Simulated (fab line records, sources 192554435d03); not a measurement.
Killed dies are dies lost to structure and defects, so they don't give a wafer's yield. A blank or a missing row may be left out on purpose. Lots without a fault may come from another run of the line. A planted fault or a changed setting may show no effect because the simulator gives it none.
Chamber matching | flow n5_finfet | N5_BEOL_M0_ETCH_138 on rie_diel-06: 4 sister chambers
The step etches SiCN in CH3F/O2, target depth 12 nm, time 31.6 s. 4 wafers are shown with their chamber, then 9 later ones without.

WAFERS WITH THEIR CHAMBER
wafer  | chamber | showerhead_plenum_p_Torr (Torr)
L080.4 | 2       | 2.03
L082.4 | 0       | 1.94
L081.3 | 1       | 1.97
L081.6 | 3       | 1.97

WAFERS WITHOUT THEIR CHAMBER
wafer  | showerhead_plenum_p_Torr (Torr)
L087.3 | 2.03
L087.4 | 1.97
L087.5 | 2.03
L094.1 | 2.02
L094.2 | 1.93
L094.4 | 1.97
L095.4 | 2.02
L095.5 | 1.96
L095.6 | 1.93

WHICH CHAMBER EACH WENT THROUGH
wafer  | from the rows above          | in truth
L087.3 | 2                            | 2
L087.4 | can't be placed: 1 or 3      | 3
L087.5 | 2                            | 2
L094.1 | 2                            | 2
L094.2 | 0                            | 0
L094.4 | can't be placed: 1 or 3      | 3
L095.4 | 2                            | 2
L095.5 | can't be placed: 1 or 3 or 0 | 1
L095.6 | 0                            | 0
Placed correctly: 6 of 9. Can't be placed from these rows: 3 (the true chamber is among the candidates in 3). Placed wrongly: 0.
How it was worked out, from the rows above alone: a wafer's distance from a chamber is the root of the sum, over the readings, of the square of ((its reading less the chamber's mean) divided by the reading's scatter). The wafer belongs to the nearest chamber; if the next one is less than 2 further off, it can't be placed. A chamber's mean is the mean of its shown wafers. The scatter: with one shown wafer a chamber, the root of the mean of the squares of how far each hidden wafer lies from its nearest shown one.
